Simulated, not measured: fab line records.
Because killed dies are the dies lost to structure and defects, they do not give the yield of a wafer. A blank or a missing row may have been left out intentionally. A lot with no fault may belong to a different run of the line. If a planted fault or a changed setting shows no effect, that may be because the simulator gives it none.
Which tool did it? + flow n5Finfet + 15 lots, 43 wafers sampled, at 5 steps of a route of 1938

WHAT THE GAUGES SHOWED, per wafer
N5_BEOL_M4_RC_MEAS_101. Usual: DIBL_N 36.1 mV/V, standard deviation 1.5; DIBL_P 36.1 mV/V, standard deviation 1.9; IOFF_N 0.159 nA/um, standard deviation 0.029; IOFF_P 0.21 nA/um, standard deviation 0.038; ION_N 675 uA/um, standard deviation 11; ION_P 464 uA/um, standard deviation 8.1; SS_N 71.5 mV/dec, standard deviation 0.57; SS_P 73.3 mV/dec, standard deviation 0.64; VT_N 249 mV, standard deviation 3.1; VT_P -250 mV, standard deviation 3.8.
| lot  | measured     | on        | DIBL_N (mV/V)  | DIBL_P (mV/V)  | IOFF_N (nA/um)    | IOFF_P (nA/um) | ION_N (uA/um) | ION_P (uA/um) | SS_N (mV/dec)  | SS_P (mV/dec)  | VT_N (mV)   | VT_P (mV)      | flag |
|------|--------------|-----------|----------------|----------------|-------------------|----------------|---------------|---------------|----------------|----------------|-------------|----------------|------|
| L785 | day 7 14:54  | prober-01 | 37.0 35.4 37.2 | 37.6 34.6 38.3 | 0.149 0.118 0.144 | 0.21 0.17 0.22 | 664 654 664   | 462 457 461   | 71.6 71.8 71.6 | 73.3 72.9 73.2 | 249 255 252 | -251 -254 -251 |      |
| L786 | day 8 06:20  | prober-01 | 36.9 36.2 36.3 | 35.9 35.2 34.8 | 0.156 0.148 0.152 | 0.20 0.19 0.18 | 667 675 658   | 456 457 453   | 71.5 71.4 71.5 | 72.8 73.0 72.6 | 250 251 253 | -250 -252 -252 |      |
| L787 | day 8 08:42  | prober-02 | 33.6 35.6 36.6 | 32.4 35.8 36.9 | 0.118 0.147 0.173 | 0.18 0.22 0.24 | 668 680 691   | 461 471 471   | 71.4 72.0 72.1 | 72.6 73.4 73.4 | 257 251 248 | -248 -249 -249 |      |
| L788 | day 8 09:32  | prober-01 | 37.8 35.9 36.7 | 37.3 34.2 36.4 | 0.161 0.137 0.148 | 0.24 0.19 0.22 | 666 672 654   | 464 462 454   | 71.8 72.3 71.5 | 73.8 72.5 73.3 | 249 250 253 | -246 -249 -247 |      |
| L790 | day 9 02:39  | prober-01 | 34.6 37.2 35.8 | 34.2 38.0 36.5 | 0.129 0.189 0.154 | 0.18 0.25 0.22 | 665 684 676   | 463 471 469   | 71.2 72.2 71.4 | 72.7 74.2 73.1 | 252 248 248 | -254 -248 -250 |      |
| L791 | day 9 07:42  | prober-02 | 38.1 36.5 37.6 | 37.4 35.2 35.9 | 0.169 0.151 0.170 | 0.23 0.20 0.20 | 670 679 669   | 461 469 458   | 72.0 71.3 71.9 | 73.6 73.0 73.2 | 250 249 247 | -250 -250 -251 |      |
| L794 | day 10 04:53 | prober-02 | 37.8 36.9      | 37.7 36.1      | 0.172 0.151       | 0.25 0.23      | 677 676       | 474 466       | 71.8 71.4      | 73.7 73.1      | 247 249     | -246 -247      |      |
| L795 | day 10 05:15 | prober-01 | 38.4 35.0 34.1 | 39.8 35.6 34.0 | 0.223 0.157 0.149 | 0.27 0.22 0.19 | 690 676 677   | 473 471 467   | 71.5 71.9 71.1 | 73.7 73.3 72.8 | 245 247 247 | -246 -249 -251 |      |
| L796 | day 10 11:20 | prober-01 | 36.3 37.4      | 36.1 37.4      | 0.173 0.209       | 0.26 0.29      | 686 695       | 468 477       | 70.9 72.2      | 73.7 74.1      | 246 245     | -244 -241      |      |
| L797 | day 11 05:29 | prober-01 | 33.0 36.2 33.8 | 32.4 35.5 33.0 | 0.104 0.145 0.109 | 0.15 0.18 0.15 | 660 664 668   | 446 456 453   | 70.9 71.4 71.1 | 72.5 73.0 72.2 | 255 252 256 | -254 -253 -254 |      |
| L798 | day 11 08:40 | prober-01 | 36.7 34.2 36.9 | 38.0 34.1 37.7 | 0.168 0.113 0.155 | 0.23 0.17 0.22 | 687 656 670   | 464 460 470   | 71.7 70.8 71.5 | 73.1 73.2 74.0 | 249 256 250 | -249 -254 -250 |      |
| L808 | day 14 09:27 | prober-01 | 36.2 36.6 34.8 | 36.8 36.4 36.0 | 0.181 0.180 0.168 | 0.23 0.23 0.23 | 684 680 686   | 469 468 473   | 71.1 70.9 71.5 | 73.3 72.5 73.6 | 247 246 244 | -247 -248 -247 |      |

WHAT TOOL EACH LOT RAN ON (gives the tool, then ch and the chambers of the sampled wafers, and finally the start)
| lot  | N5_GATE_CUT_ETCH_36               | N5_GATE_CUT_STRIP_42              | N5_GATE_CUT_CUT_ETCH_55          | N5_GATE_CUT_CMP_23           |
|------|-----------------------------------|-----------------------------------|----------------------------------|------------------------------|
| L785 | rieDiel-03 ch 0,3, day 4 17:36    | rieDiel-03 ch 0,3, day 4 17:47    | rieMetal-02 ch 0,1, day 4 18:04  | cmp-03 ch 1,2, day 4 19:55   |
| L786 | rieDiel-03 ch 0,1,2, day 4 21:48  | rieDiel-03 ch 0,1,2, day 4 21:59  | rieMetal-03 ch 0,1, day 4 22:16  | cmp-03 ch 0,1,2, day 5 00:09 |
| L787 | rieDiel-05 ch 0,2,3, day 5 02:52  | rieDiel-05 ch 0,2,3, day 5 03:03  | rieMetal-03 ch 0,1, day 5 03:20  | cmp-02 ch 1,2,3, day 5 05:08 |
| L788 | rieDiel-04 ch 1,3, day 5 07:23    | rieDiel-04 ch 1,3, day 5 07:35    | rieMetal-01 ch 0,1, day 5 07:51  | cmp-01 ch 1,2,3, day 5 09:45 |
| L790 | rieDiel-04 ch 0,2, day 5 17:26    | rieDiel-04 ch 0,2, day 5 17:37    | rieMetal-02 ch 0,1, day 5 17:53  | cmp-02 ch 0,2, day 5 20:44   |
| L791 | rieDiel-05 ch 0,3, day 6 04:28    | rieDiel-05 ch 0,3, day 6 04:39    | rieMetal-02 ch 0,1, day 6 04:55  | cmp-01 ch 0,1,2, day 6 07:05 |
| L794 | rieDiel-03 ch 1,3, day 7 02:27    | rieDiel-03 ch 1,3, day 7 02:38    | rieMetal-03 ch 0,1, day 7 02:55  | cmp-01 ch 1,3, day 7 04:53   |
| L795 | rieDiel-05 ch 0,2,3, day 7 06:10  | rieDiel-05 ch 0,2,3, day 7 06:21  | rieMetal-01 ch 0,1, day 7 06:37  | cmp-02 ch 1,2,3, day 7 08:28 |
| L796 | rieDiel-05 ch 0,3, day 7 12:44    | rieDiel-05 ch 0,3, day 7 12:56    | rieMetal-02 ch 0,1, day 7 13:12  | cmp-02 ch 1,2, day 7 15:11   |
| L797 | rieDiel-03 ch 0,1,3, day 7 18:40  | rieDiel-03 ch 0,1,3, day 7 18:52  | rieMetal-02 ch 0,1, day 7 19:08  | cmp-03 ch 0,1,2, day 7 21:21 |
| L798 | rieDiel-04 ch 1,2, day 7 19:50    | rieDiel-04 ch 1,2, day 7 20:01    | rieMetal-02 ch 0,1, day 7 20:18  | cmp-02 ch 0,2,3, day 7 22:11 |
| L803 | rieDiel-05 ch 0,1,2, day 9 03:02  | rieDiel-05 ch 0,1,2, day 9 03:13  | rieMetal-03 ch 1, day 9 03:29    | cmp-03 ch 1,3, day 9 05:21   |
| L804 | rieDiel-03 ch 1,2, day 9 10:53    | rieDiel-03 ch 1,2, day 9 11:05    | rieMetal-03 ch 0,1, day 9 11:21  | cmp-01 ch 0,1,3, day 9 13:12 |
| L805 | rieDiel-03 ch 2,3, day 9 11:16    | rieDiel-03 ch 2,3, day 9 11:28    | rieMetal-01 ch 0,1, day 9 11:44  | cmp-02 ch 1,2, day 9 13:33   |
| L808 | rieDiel-05 ch 0,2,3, day 10 06:13 | rieDiel-05 ch 0,2,3, day 10 06:24 | rieMetal-03 ch 0,1, day 10 06:40 | cmp-02 ch 0,3, day 10 08:29  |
- N5_GATE_CUT_ETCH_36: etches SiARC in CF4, target depth 13 nm, time 21.7 s.
- N5_GATE_CUT_STRIP_42: strips in O2.
- N5_GATE_CUT_CUT_ETCH_55: etches HfO2 in BCl3, target depth 3.2 nm.
- N5_GATE_CUT_CMP_23: polishes, stops on SiO2, t overpolish 23.4 s, target thk 16 nm.

AS READ BY THE TOOLS THEMSELVES (means over the sampled wafers that have a number; for cases with no such wafer, the mark the record gives instead)
N5_GATE_CUT_ETCH_36. Usual: drypumpMotorCurrentA 5.6 A, standard deviation 0.52; etchRfOnTimeS 21.5 s, standard deviation 0.58; oesProductAu 0.66 a.u., standard deviation 0.08; rfVppV 184.0 V, standard deviation 1.2; showerheadPlenumPTorr 2.14 Torr, standard deviation 0.072; throttleValvePct 15.55 %, standard deviation 0.26.
| lot  | tool       | drypumpMotorCurrentA (A) | etchRfOnTimeS (s) | oesProductAu (a.u.) | rfVppV (V) | showerheadPlenumPTorr (Torr) | throttleValvePct (%) | flag |
|------|------------|--------------------------|-------------------|---------------------|------------|------------------------------|----------------------|------|
| L785 | rieDiel-03 | 5.5                      | 21.5              | 0.60                | 183.4      | 2.12                         | 15.88                |      |
| L786 | rieDiel-03 | 5.7                      | 21.5              | 0.69                | 184.9      | 2.20                         | 15.63                |      |
| L787 | rieDiel-05 | 5.4                      | 21.5              | 0.66                | 183.7      | 2.16                         | 15.26                |      |
| L788 | rieDiel-04 | 5.7                      | 21.4              | 0.67                | 183.5      | 2.07                         | 15.59                |      |
| L790 | rieDiel-04 | 5.9                      | 20.7              | 0.63                | 183.2      | 2.09                         | 15.74                |      |
| L791 | rieDiel-05 | 5.2                      | 21.6              | 0.66                | 184.9      | 2.13                         | 15.25                |      |
| L794 | rieDiel-03 | 5.2                      | 21.5              | 0.68                | 183.6      | 2.18                         | 15.83                |      |
| L795 | rieDiel-05 | 5.4                      | 21.6              | 0.64                | 184.2      | 2.16                         | 15.29                |      |
| L796 | rieDiel-05 | 5.2                      | 21.5              | 0.68                | 184.2      | 2.14                         | 15.22                |      |
| L797 | rieDiel-03 | 5.3                      | 21.5              | 0.65                | 184.1      | 2.16                         | 15.83                |      |
| L798 | rieDiel-04 | 5.4                      | 21.3              | 0.62                | 183.2      | 2.08                         | 15.71                |      |
| L803 | rieDiel-05 | 5.7                      | 22.2              | 0.63                | 184.3      | 2.13                         | 15.39                |      |
| L804 | rieDiel-03 | 5.5                      | 21.4              | 0.71                | 185.5      | 2.23                         | 15.65                |      |
| L805 | rieDiel-03 | 6.2                      | 21.5              | 0.70                | 184.5      | 2.17                         | 15.49                |      |
| L808 | rieDiel-05 | 5.4                      | 21.3              | 0.71                | 184.4      | 2.15                         | 15.17                |      |

N5_GATE_CUT_STRIP_42. Usual: drypumpMotorCurrentA 5.6 A, standard deviation 0.53; oesProductAu 0.77 a.u., standard deviation 0.093; rfVppV 3.7 V, standard deviation 0.47; showerheadPlenumPTorr 2.10 Torr, standard deviation 0.076; throttleValvePct 16.63 %, standard deviation 0.28.
| lot  | tool       | drypumpMotorCurrentA (A) | oesProductAu (a.u.) | rfVppV (V) | showerheadPlenumPTorr (Torr) | throttleValvePct (%) | flag |
|------|------------|--------------------------|---------------------|------------|------------------------------|----------------------|------|
| L785 | rieDiel-03 | 5.5                      | 0.70                | 3.7        | 2.08                         | 16.96                |      |
| L786 | rieDiel-03 | 5.7                      | 0.81                | 3.8        | 2.17                         | 16.76                |      |
| L787 | rieDiel-05 | 5.4                      | 0.78                | 3.5        | 2.12                         | 16.27                |      |
| L788 | rieDiel-04 | 5.7                      | 0.78                | 3.7        | 2.03                         | 16.66                |      |
| L790 | rieDiel-04 | 5.9                      | 0.71                | 3.8        | 2.06                         | 16.82                |      |
| L791 | rieDiel-05 | 5.2                      | 0.77                | 3.5        | 2.08                         | 16.25                |      |
| L794 | rieDiel-03 | 5.2                      | 0.79                | 3.8        | 2.15                         | 16.91                |      |
| L795 | rieDiel-05 | 5.4                      | 0.75                | 3.5        | 2.11                         | 16.29                |      |
| L796 | rieDiel-05 | 5.2                      | 0.80                | 4.2        | 2.08                         | 16.23                |      |
| L797 | rieDiel-03 | 5.3                      | 0.75                | 3.9        | 2.12                         | 16.92                |      |
| L798 | rieDiel-04 | 5.4                      | 0.72                | 3.7        | 2.03                         | 16.79                |      |
| L803 | rieDiel-05 | 5.7                      | 0.75                | 3.6        | 2.08                         | 16.42                |      |
| L804 | rieDiel-03 | 5.5                      | 0.82                | 3.5        | 2.20                         | 16.77                |      |
| L805 | rieDiel-03 | 6.2                      | 0.82                | 3.7        | 2.15                         | 16.66                |      |
| L808 | rieDiel-05 | 5.4                      | 0.83                | 3.2        | 2.10                         | 16.17                |      |

N5_GATE_CUT_CUT_ETCH_55. Usual: drypumpMotorCurrentA 5.61 A, standard deviation 0.16; oesProductAu 0.72 a.u., standard deviation 0.12; throttleValvePct 33.3 %, standard deviation 0.53.
| lot  | tool        | drypumpMotorCurrentA (A) | oesProductAu (a.u.) | throttleValvePct (%) | flag |
|------|-------------|--------------------------|---------------------|----------------------|------|
| L785 | rieMetal-02 | 5.72                     | 0.75                | 33.9                 |      |
| L786 | rieMetal-03 | 5.57                     | 0.63                | 33.1                 |      |
| L787 | rieMetal-03 | 5.54                     | 0.63                | 33.3                 |      |
| L788 | rieMetal-01 | 5.44                     | 0.79                | 32.7                 |      |
| L790 | rieMetal-02 | 5.78                     | 0.85                | 33.9                 |      |
| L791 | rieMetal-02 | 5.78                     | 0.83                | 33.9                 |      |
| L794 | rieMetal-03 | 5.55                     | 0.63                | 33.2                 |      |
| L795 | rieMetal-01 | 5.44                     | 0.78                | 32.7                 |      |
| L796 | rieMetal-02 | 5.76                     | 0.77                | 33.9                 |      |
| L797 | rieMetal-02 | 5.81                     | 0.81                | 33.9                 |      |
| L798 | rieMetal-02 | 5.77                     | 0.81                | 33.9                 |      |
| L803 | rieMetal-03 | 5.59                     | 0.62                | 32.8                 |      |
| L804 | rieMetal-03 | 5.53                     | 0.62                | 33.3                 |      |
| L805 | rieMetal-01 | 5.56                     | 0.73                | 32.7                 |      |
| L808 | rieMetal-03 | 5.57                     | 0.62                | 33.1                 |      |

N5_GATE_CUT_CMP_23. Usual: edgeZonePressureFrac 0.999, standard deviation 0.0054; headPressurePsi 2.501 psi, standard deviation 0.0058; motorCurrentA 8.9 A, standard deviation 1.2; overpolishRunS 23.400 s, standard deviation 0.01; padLifeWafers 1060, standard deviation 650; retainingRingPressureFrac 1.001, standard deviation 0.0047; slurryFlowMlMin 150.0, standard deviation 0.49; timeToEndpointS 19.1 s, standard deviation 2.9.
| lot  | tool   | edgeZonePressureFrac | headPressurePsi (psi) | motorCurrentA (A) | overpolishRunS (s) | padLifeWafers | retainingRingPressureFrac | slurryFlowMlMin | timeToEndpointS (s) | flag |
|------|--------|----------------------|-----------------------|-------------------|--------------------|---------------|---------------------------|-----------------|---------------------|------|
| L785 | cmp-03 | 1.000                | 2.496                 | 8.2               | 23.400             | 1506          | 0.999                     | 150.2           | 19.7                |      |
| L786 | cmp-03 | 0.992                | 2.501                 | 8.7               | 23.410             | 1543          | 1.004                     | 150.0           | 19.2                |      |
| L787 | cmp-02 | 0.998                | 2.506                 | 8.7               | 23.401             | 350           | 1.004                     | 150.1           | 18.2                |      |
| L788 | cmp-01 | 0.999                | 2.504                 | 9.8               | 23.402             | 1412          | 1.001                     | 150.4           | 19.7                |      |
| L790 | cmp-02 | 0.996                | 2.501                 | 9.2               | 23.398             | 481           | 1.001                     | 149.8           | 21.0                |      |
| L791 | cmp-01 | 1.000                | 2.502                 | 10.2              | 23.402             | 1604          | 1.002                     | 150.2           | 18.1                |      |
| L794 | cmp-01 | 0.998                | 2.504                 | 8.4               | 23.391             | 1851          | 0.998                     | 150.1           | 19.8                |      |
| L795 | cmp-02 | 1.000                | 2.499                 | 8.6               | 23.399             | 848           | 1.001                     | 150.1           | 14.3                |      |
| L796 | cmp-02 | 0.998                | 2.504                 | 9.1               | 23.399             | -             | 1.003                     | 150.2           | 13.6                | OFF  |
| L797 | cmp-03 | 1.000                | 2.499                 | 8.7               | 23.391             | 2053          | 0.997                     | 150.4           | 19.6                |      |
| L798 | cmp-02 | 0.997                | 2.505                 | 8.9               | 23.404             | 968           | 1.003                     | 150.0           | 17.1                |      |
| L803 | cmp-03 | -                    | -                     | -                 | -                  | -             | -                         | -               | -                   | OFF  |
| L804 | cmp-01 | -                    | -                     | -                 | -                  | -             | -                         | -               | -                   | OFF  |
| L805 | cmp-02 | -                    | -                     | -                 | -                  | -             | -                         | -               | -                   | OFF  |
| L808 | cmp-02 | 1.000                | 2.503                 | 8.6               | 23.397             | 1472          | 1.003                     | 149.8           | 16.3                |      |

THE ANSWER, worked out from the rows above alone
Rule: a lot is off if the mean of its wafers that have a number lies more than 3 standard deviations from the usual mean. Also off: a lot with no number at a reading for which 4 or more lots have one. All remaining lots with rows at the step are treated as sound. After the gauges, taken in route order, come the tools' own readings; for these a lot's mean is taken, as printed above. At the first step where some lot is off, the reading lying furthest off is the one used; lots without a number count as furthest.
Off at N5_GATE_CUT_CMP_23 (edgeZonePressureFrac): L803, L804, L805. Without a number there: L803, L804, L805.
A tool fits if, at that step or a process step before it, it ran every lot that is off, and no sound lot after the first of them. No candidate that was tried fits.

WHAT THE SIMULATOR PUT IN
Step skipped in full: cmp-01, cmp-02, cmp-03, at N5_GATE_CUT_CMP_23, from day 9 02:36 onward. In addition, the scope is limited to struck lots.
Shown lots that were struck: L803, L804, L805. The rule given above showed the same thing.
